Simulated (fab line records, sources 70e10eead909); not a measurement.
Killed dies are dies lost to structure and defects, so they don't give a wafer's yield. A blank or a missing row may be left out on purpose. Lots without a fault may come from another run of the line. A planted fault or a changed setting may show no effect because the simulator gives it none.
fab line records | flow nand_harc | part 2 of 2: steps 20 to 28 of 28
record lots=5 wafers=15 last_day=31
route steps=1302 shown P_CONTACT@222
lots that met no fault: from a run of the same line without faults
start_h: hours from the record's first day to the start of the lot's first wafer shown | wait_h: hours since the lot's step before | " the same as in the row above | L1.1+2: a row that stands for several wafers | - no value, or no start given | * or withheld: withheld | < > ~ a bound
route shown NAME@n: a module of which the file shows steps, and the number in the route of the first | usual: mean/standard deviation of fault-free wafers | same: alike in all rows | chamber/n: place in a boat | sites: the reading at each site | _std_site: their standard deviation | _edge_site: outer sites' mean less inner sites' | radius_mm: how far each site lies from the wafer's centre | mask NAME#n: copy n | behind: the tool/chamber that last shaped the wafer | hold: why the lot was held/for how many hours/how that ended | device: the transistor (n, p or np) that didn't switch | end of line: the same wafers' tests at the end of the route | a step without rows: its recipe alone | killed: dies lost to structure and defects at the first sort, not the wafer's yield | map: a wafer's dies, x killed, . not, _ none there
set.NAME: the setting as run; set.NAME@STEP: as run at that earlier step | model.NAME: the simulator's own value behind a step, which no gauge read
lots at some steps of the route; a table a step, a row a wafer
services: from which hour (start_h, from the record's first day; less than 0 if before it) a tool's chamber was out of use, for how many hours, and why
## steps
# step NHARC_P_CONTACT_CD_MEAS_19
# usual cd_nm=90.0/0.99
# columns lot.wafer tool chamber start_h wait_h cd_nm
L074.2 cd_sem-03 - 115.07 - 90.3
L074.5 " - " " 89.2
L074.6 " - " " 89.7
L076.4 cd_sem-01 - 145.22 - 90.3
L076.5 " - " " 89.7
L076.6 " - " " 92.2
L084.2 cd_sem-03 - 226.57 - 90.0
L084.5 " - " " 90.2
L084.6 " - " " 88.8
L085.1 cd_sem-02 - 230.75 - 88.2
L085.5 " - " " 90.2
L085.6 " - " " 89.0
L087.4 cd_sem-03 - 269.19 - 90.0
L087.5 " - " " 90.2
L087.6 " - " " 90.5
# step NHARC_P_CONTACT_STRIP_28
# recipe o2_flow_sccm=500 ar_flow_sccm=0 bias_w=0 chemistry=O2
# usual drypump_motor_current_A=5.7/0.43 mfc_ar_sccm=0.009/0.0086 o2_flow_sccm=500.0/1.6 oes_product_au=0.999/0.0071 rf_vpp_V=57.8/0.96 showerhead_plenum_p_Torr=3.53/0.14 throttle_valve_pct=17.038/0.0091
# columns lot.wafer tool chamber start_h wait_h drypump_motor_current_A mfc_ar_sccm o2_flow_sccm oes_product_au rf_hours_counter_h rf_vpp_V showerhead_plenum_p_Torr throttle_valve_pct
L074.2 rie_diel-06 0 115.14 0.1 5.4 0.005 497.0 0.996 5.6 57.5 3.41 17.033
L074.6 " 0 " " 5.4 0.005 499.7 0.998 - 57.5 3.41 17.057
L074.5 " 1 " " 5.8 0 499.2 1.005 - 56.1 3.32 17.023
L076.4 rie_diel-11 3 145.29 0.1 4.9 0 500.6 0.998 2.6 59.0 3.70 17.047
L076.6 " 3 " " 4.9 0 500.6 1.003 - 57.2 3.70 17.030
L076.5 " 0 " " 6.7 0.013 498.0 1.006 - 58.2 3.47 17.033
L084.2 rie_diel-10 2 226.66 0.1 5.6 0.020 500.2 0.997 10.9 57.6 3.36 17.029
L084.6 " 1 " " 5.4 0.012 500.5 1.006 - 59.4 3.65 17.025
L084.5 " 2 " " 5.6 0.020 498.0 0.994 - 57.7 3.36 17.021
L085.1 rie_diel-11 3 230.84 0.1 4.9 0 501.5 1.006 5.1 57.9 3.70 17.036
L085.6 " 2 " " 6.3 0.012 498.5 1.003 - 58.5 3.65 17.019
L085.5 " 3 " " 4.9 0 501.7 1.003 - 58.7 3.70 17.049
L087.4 rie_diel-10 0 269.30 0.1 6.3 0.008 501.3 1.002 1.9 57.3 3.72 17.027
L087.6 " 2 " " 5.6 0.020 499.7 1.006 - 57.9 3.36 17.041
L087.5 " 3 " " 5.9 0 498.3 1.019 - 58.0 3.61 17.055
# step NHARC_P_CONTACT_STRIP_29
# recipe time_s=1200 temp_c=72.5 chemistry=post_etch_residue_remover
# same time_s=1200
# columns lot.wafer tool chamber start_h wait_h
L074.6+5+2 wet_bench-03 1,2,3 115.36 -
L076.4+5+6 wet_bench-03 0,1,5 145.47 -
L084.6+5+2 wet_bench-07 6,0,1 226.84 -
L085.5+6+1 wet_bench-02 7,0,2 231.02 -
L087.6+4+5 wet_bench-07 2,3,5 269.45 -
# step NHARC_P_CONTACT_DEGAS_38
# recipe temp_c=300 time_s=60
# usual heater_power_w=474/52 susceptor_temp_C=299.96/0.19
# same time_s=60
# columns lot.wafer tool chamber start_h wait_h heater_power_w susceptor_temp_C
L074.2 pvd_sputter-02 - 115.80 - 439 -
L074.6 " - " " 560 -
L074.5 " - " " 489 -
L076.4 pvd_sputter-02 - 145.95 - 569 299.91
L076.6 " - " " 490 300.18
L076.5 " - " " 440 299.89
L084.2 pvd_sputter-02 - 227.30 - 442 300.11
L084.6 " - " " 495 300.28
L084.5 " - " " 439 299.70
L085.1 pvd_sputter-03 - 231.48 - 456 299.98
L085.5 " - " " 427 300.02
L085.6 " - " " 481 300.31
L087.4 pvd_sputter-01 - 269.93 - 553 299.63
L087.6 " - " " 559 299.79
L087.5 " - " " 471 300.14
# step NHARC_P_CONTACT_PRE_CLEAN_39
# recipe time_s=19.5 bias_v=250 gas=Ar
# same time_s=19.5
# columns lot.wafer tool chamber start_h wait_h
L074.2+6+5 pvd_sputter-02 - - -
L076.4+6+5 pvd_sputter-02 - - -
L084.2+5+6 pvd_sputter-02 - - -
L085.1+6+5 pvd_sputter-03 - - -
L087.4+6+5 pvd_sputter-01 - - -
# step NHARC_P_CONTACT_PVD_32
# recipe target_thk_a=50 chamber_pressure_pa=5 power_w=5000 substrate_temp_c=200 time_s=17.7 material=Ti
# usual throttle_valve_pct=30.2/0.8
# same time_s=17.7
# columns lot.wafer tool chamber start_h wait_h throttle_valve_pct
L074.2 pvd_sputter-02 - - - 29.5
L074.6 " - " " 29.3
L074.5 " - " " 30.4
L076.4 pvd_sputter-02 - - - 29.3
L076.6 " - " " 29.2
L076.5 " - " " 30.3
L084.2 pvd_sputter-02 - - - 29.2
L084.5 " - " " 29.6
L084.6 " - " " 30.4
L085.1 pvd_sputter-03 - - - 30.3
L085.5 " - " " 29.7
L085.6 " - " " 30.8
L087.4 pvd_sputter-01 - - - 30.1
L087.6 " - " " 30.3
L087.5 " - " " 29.2
# step NHARC_P_CONTACT_ALD_22
# recipe target_thk_a=30 pulse_time_s=1 ald_cycles=150 temp_c=450 material=TiN
# usual heater_power_w=1126/97 precursor_pulse_height_rel=1.001/0.023 susceptor_temp_C=449.99/0.24
# same pulse_time_s=1
# columns lot.wafer tool chamber start_h wait_h heater_power_w precursor_pulse_height_rel susceptor_temp_C
L074.2 ald_metal-01 0 116.04 - 1075 1.014 450.21
L074.6 " 3 " " 1107 0.998 450.39
L074.5 " 0 " " 1091 1.018 450.19
L076.4 ald_metal-03 2 146.22 - 1119 1.048 449.99
L076.6 " 3 " " 1250 1.025 450.21
L076.5 " 0 " " 1205 0.995 450.37
L084.2 ald_metal-02 1 227.52 - 1039 1.015 450.52
L084.5 " 1 " " 1028 1.027 450.30
L084.6 " 3 " " 1118 1.013 450.10
L085.1 ald_metal-03 3 231.73 - 1180 0.999 450.34
L085.5 " 3 " " 1183 0.962 449.86
L085.6 " 1 " " 1228 0.978 449.79
L087.4 ald_metal-03 1 270.17 - 1282 0.991 -
L087.5 " 0 " " 1199 1.025 -
L087.6 " 1 " " 1254 1.002 -
# step NHARC_P_CONTACT_CVD_23
# recipe target_thk_a=2000 temp_c=300 pressure_torr=40 wf6_flow_sccm=40 h2_flow_sccm=1600 ar_flow_sccm=1560 time_s=557 material=W
# usual heater_power_w=502/69 mfc_ar_sccm=1560/4.9 susceptor_temp_C=300.02/0.17 throttle_valve_pct=8.12/0.22
# same time_s=557
# columns lot.wafer tool chamber start_h wait_h heater_power_w mfc_ar_sccm susceptor_temp_C throttle_valve_pct
L074.2 cvd_w-01 1 - - 462 1565 300.18 7.97
L074.6 " 1 " " 449 1560 299.77 8.15
L074.5 " 0 " " 390 1560 299.95 8.06
L076.4 cvd_w-02 0 - - 544 1559 300.07 7.70
L076.5 " 0 " " 549 1553 300.14 7.93
L076.6 " 0 " " 537 1554 300.06 7.80
L084.2 cvd_w-02 1 - - 565 1556 - 8.31
L084.6 " 0 " " 548 1551 - 8.12
L084.5 " 1 " " 558 1559 - 8.23
L085.1 cvd_w-01 1 - - 448 1558 300.46 7.81
L085.6 " 0 " " 397 1564 299.99 7.94
L085.5 " 1 " " 435 1561 300.03 7.72
L087.4 cvd_w-01 0 - - 406 1563 300.45 7.71
L087.5 " 0 " " 399 1556 300.06 8.01
L087.6 " 0 " " 404 1563 299.81 8.08
# step NHARC_P_CONTACT_CMP_24
# recipe t_overpolish_s=30 target_thk_nm=200
# usual motor_current_A=12.5/1.3 overpolish_run_s=29.999/0.0089 time_to_endpoint_s=40.4/2.5
# columns lot.wafer tool chamber start_h wait_h motor_current_A overpolish_run_s time_to_endpoint_s
L074.2 cmp-04 2 116.95 0.6 12.6 29.989 38.0
L074.5 " 3 " " 13.3 30.013 40.8
L074.6 " 0 " " 16.0 30.010 40.3
L076.4 cmp-02 0 147.56 0.5 11.3 30.003 39.9
L076.6 " 3 " " 11.5 30.003 34.9
L076.5 " 0 " " 11.2 30.014 36.1
L084.2 cmp-04 3 228.48 0.5 14.2 30.009 41.9
L084.6 " 0 " " 15.6 30.007 39.7
L084.5 " 1 " " 12.7 29.995 40.8
L085.1 cmp-03 1 232.66 0.5 11.9 29.993 39.7
L085.5 " 2 " " 12.0 29.991 40.0
L085.6 " 3 " " 12.7 30.006 37.4
L087.4 cmp-04 3 272.31 0.5 14.0 29.984 40.2
L087.6 " 3 " " 13.5 30.007 43.3
L087.5 " 0 " " 15.5 30.005 42.8
## services
# columns tool chamber start_h hours kind
rie_diel-11 0 91.68 25.8 repair
cmp-04 - 93.85 1.0 repair
rie_diel-06 - 98.67 0.6 repair
pvd_sputter-02 - 104.00 10.0 pm
cmp-04 - 111.00 4.0 pm
arfi_scanner-01 - 114.38 6.0 repair
rie_diel-10 1 126.82 4.6 repair
rie_diel-10 3 128.06 3.2 repair
rie_diel-06 - 130.20 9.0 pm
pvd_sputter-01 - 131.67 8.5 repair
litho_track-01 - 155.00 7.0 pm
rie_diel-11 1 155.79 2.1 repair
pvd_sputter-03 - 170.00 10.0 pm
rie_diel-10 2 176.43 4.4 repair
litho_track-06 - 179.00 7.0 pm
rie_diel-10 3 190.67 5.9 repair
rie_diel-10 2 200.29 5.1 repair
litho_track-04 - 203.00 7.0 pm
rie_diel-06 2 203.34 4.1 repair
rie_diel-06 3 207.81 4.1 repair
rie_diel-06 1 241.51 1.5 repair
rie_diel-10 - 242.50 9.0 pm
rie_diel-11 - 255.50 9.0 pm
pvd_sputter-02 - 263.65 2.4 repair
